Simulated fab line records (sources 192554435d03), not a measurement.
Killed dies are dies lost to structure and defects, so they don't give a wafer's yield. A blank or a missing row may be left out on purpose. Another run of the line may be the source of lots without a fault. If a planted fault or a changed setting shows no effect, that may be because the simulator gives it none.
Chamber matching -- flow n5 finfet -- 3 sister chambers for N5_BEOL_M11_DEP_56 on pecvd-02
The step deposits SiCN from 3MS/NH3, target thk 30 nm, time 10.5 s. 20 wafers are shown with their chamber, then 10 later ones without.

== WAFERS, EACH WITH ITS CHAMBER ==
wafer,chamber,throttle valve pct (%),showerhead plenum p Torr (Torr),rf fwd power W (W)
L074.1,1,17.5,4.135,667.4
L074.4,0,19.3,4.187,672.0
L074.5,2,16.9,4.119,665.7
L075.2,1,17.3,4.150,668.3
L075.3,0,19.6,4.191,671.4
L075.6,1,17.5,4.139,666.3
L076.2,0,19.7,4.198,671.5
L076.4,0,19.7,4.187,669.8
L076.6,2,17.0,4.123,667.0
L081.3,0,19.5,4.193,670.3
L081.4,0,19.4,4.189,668.3
L081.6,1,17.5,4.135,668.8
L079.1,0,19.7,4.182,669.5
L079.2,1,17.7,4.144,668.2
L079.5,0,19.7,4.198,670.2
L083.2,1,17.7,4.135,665.2
L083.4,0,19.5,4.187,669.6
L083.5,1,17.5,4.139,667.9
L086.1,1,17.6,4.147,667.0
L086.5,0,19.7,4.182,668.8

SIGNATURES (averages over the wafers above)
reading,chamber 0,chamber 1,chamber 2,scatter within a chamber
throttle valve pct,19.580,17.538,16.950,0.137
showerhead plenum p Torr,4.18940,4.14050,4.12100,0.00563
rf fwd power W,670.140,667.388,666.350,1.18
Rule: distance of a wafer from a chamber = root of the sum over the readings of ((wafer's reading minus chamber's mean) / reading's scatter) squared. If the next closest chamber is less than 2 further off than the closest, the wafer can't be placed; otherwise it belongs to the closest. The scatter: take each reading less its chamber's mean, square it, sum over the shown wafers, divide by the number of wafers less the number of chambers, and take the root.

== WAFERS WITHOUT THEIR CHAMBER ==
wafer,throttle valve pct (%),showerhead plenum p Torr (Torr),rf fwd power W (W)
L086.6,17.0,4.118,664.4
L087.2,17.6,4.129,666.1
L087.4,17.0,4.122,667.5
L087.6,19.8,4.192,671.0
L090.2,19.8,4.192,671.3
L090.3,17.3,4.119,669.3
L090.4,17.4,4.128,665.6
L092.2,17.8,4.128,666.6
L092.4,17.5,4.139,666.5
L092.6,19.9,4.179,670.8

== WHICH CHAMBER EACH ONE RAN IN ==
wafer,from the rows above,in truth
L086.6,2,2
L087.2,1,1
L087.4,2,2
L087.6,0,0
L090.2,0,0
L090.3,can't be placed: 2 or 1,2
L090.4,can't be placed: 1 or 2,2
L092.2,1,1
L092.4,1,1
L092.6,0,0
Correctly placed: 8 of 10. These rows do not allow placing 2 (true chamber among the candidates in 2). Number placed wrongly: 0.
